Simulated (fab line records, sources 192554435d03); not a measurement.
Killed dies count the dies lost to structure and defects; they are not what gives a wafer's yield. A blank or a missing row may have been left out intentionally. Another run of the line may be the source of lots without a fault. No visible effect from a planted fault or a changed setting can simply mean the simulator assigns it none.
Shared-tool check    flow n5_finfet    26 wafers sampled across 9 lots

## THE REASON FOR OPENING IT
At N5_BEOL_M12_OCD_MEAS_35 the reading trench_depth_nm is flagged on 3 of 9 lots. Wafers without a fault read 321 nm, standard deviation 5.4.
Rule: flag the lot when none of its wafers has a number, or when each of its wafers that has one lies beyond 4 standard deviations from that mean. The other lots count as sound.

lot   measured      on      trench_depth_nm (nm), wafer by wafer  flag
L718  day 12 19:46  ocd-02  323 322                               
L722  day 13 10:59  ocd-02  324 320 314                           
L730  day 15 22:18  ocd-01  0 0 0                                 FLAGGED
L732  day 16 09:22  ocd-01  0 0 0                                 FLAGGED
L731  day 16 09:51  ocd-01  0 0 0                                 FLAGGED
L733  day 17 04:28  ocd-02  323 309 322                           
L734  day 17 07:16  ocd-01  305 321 316                           
L736  day 17 11:06  ocd-01  325 322 323                           
L735  day 17 13:27  ocd-01  320 316 308                           
The mean of the flagged lots' numbers is 0 nm, -321 nm from the usual (-59 standard deviations).

## WHICH TOOL RAN EACH LOT
The record holds 2 process steps before the reading, out of a route of 1938 steps. In each cell: the tool, then ch and the chambers that the sampled wafers went through, then the start.
lot   flag     N5_BEOL_M12_ETCH_67                 N5_BEOL_M12_TRENCH_ETCH_34
L718           rie_diel-04 ch 0,2, day 12 19:17    rie_diel-04 ch 0,2, day 12 19:37
L722           rie_diel-04 ch 0,2,3, day 13 10:30  rie_diel-04 ch 0,2,3, day 13 10:50
L730  FLAGGED  rie_diel-01 ch 1,2, day 15 21:49    rie_diel-01 ch 1,2, day 15 22:08
L732  FLAGGED  rie_diel-04 ch 0,1, day 16 08:53    rie_diel-04 ch 0,1, day 16 09:13
L731  FLAGGED  rie_diel-04 ch 0,2,3, day 16 09:22  rie_diel-04 ch 0,2,3, day 16 09:42
L733           rie_diel-01 ch 1,2, day 17 03:59    rie_diel-01 ch 1,2, day 17 04:19
L734           rie_diel-01 ch 0,1,2, day 17 06:47  rie_diel-01 ch 0,1,2, day 17 07:07
L736           rie_diel-04 ch 0,2, day 17 10:37    rie_diel-04 ch 0,2, day 17 10:56
L735           rie_diel-02 ch 1,2,3, day 17 12:58  rie_diel-02 ch 1,2,3, day 17 13:17
What these steps do:
- N5_BEOL_M12_ETCH_67: etches SiARC in CF4, target depth 143 nm, time 238.3 s.
- N5_BEOL_M12_TRENCH_ETCH_34: etches SiOC in C4F8/O2/Ar, target depth 318.95 nm, time 125.5 s.
- N5_BEOL_M12_OCD_MEAS_35

## FLAGGED OVER TOTAL, TOOL BY TOOL (the gauges that took the reading come last)
step                        tool         lots run  flagged  share of the flagged lots  sound lots run after its first flagged lot
N5_BEOL_M12_ETCH_67         rie_diel-01  3         1        some                       2 (L733,L734)
N5_BEOL_M12_ETCH_67         rie_diel-02  1         0        none                       -
N5_BEOL_M12_ETCH_67         rie_diel-04  5         2        some                       1 (L736)
N5_BEOL_M12_TRENCH_ETCH_34  rie_diel-01  3         1        some                       2 (L733,L734)
N5_BEOL_M12_TRENCH_ETCH_34  rie_diel-02  1         0        none                       -
N5_BEOL_M12_TRENCH_ETCH_34  rie_diel-04  5         2        some                       1 (L736)
N5_BEOL_M12_OCD_MEAS_35     ocd-01       6         3        all                        3 (L734,L736,L735)
N5_BEOL_M12_OCD_MEAS_35     ocd-02       3         0        none                       -

## WHAT THE TABLE PERMITS
1 row of the table ran every flagged lot: ocd-01 at N5_BEOL_M12_OCD_MEAS_35.
- ocd-01 at N5_BEOL_M12_OCD_MEAS_35: 3 of its 6 lots flagged. Lots that were sound ran on it after the first flagged one (L734, L736, L735); a persistent fault on the entire tool would not allow that.
None of the table's rows ran every flagged lot and, after the first, no sound lot.

## WHAT WAS PUT IN BY THE SIMULATOR
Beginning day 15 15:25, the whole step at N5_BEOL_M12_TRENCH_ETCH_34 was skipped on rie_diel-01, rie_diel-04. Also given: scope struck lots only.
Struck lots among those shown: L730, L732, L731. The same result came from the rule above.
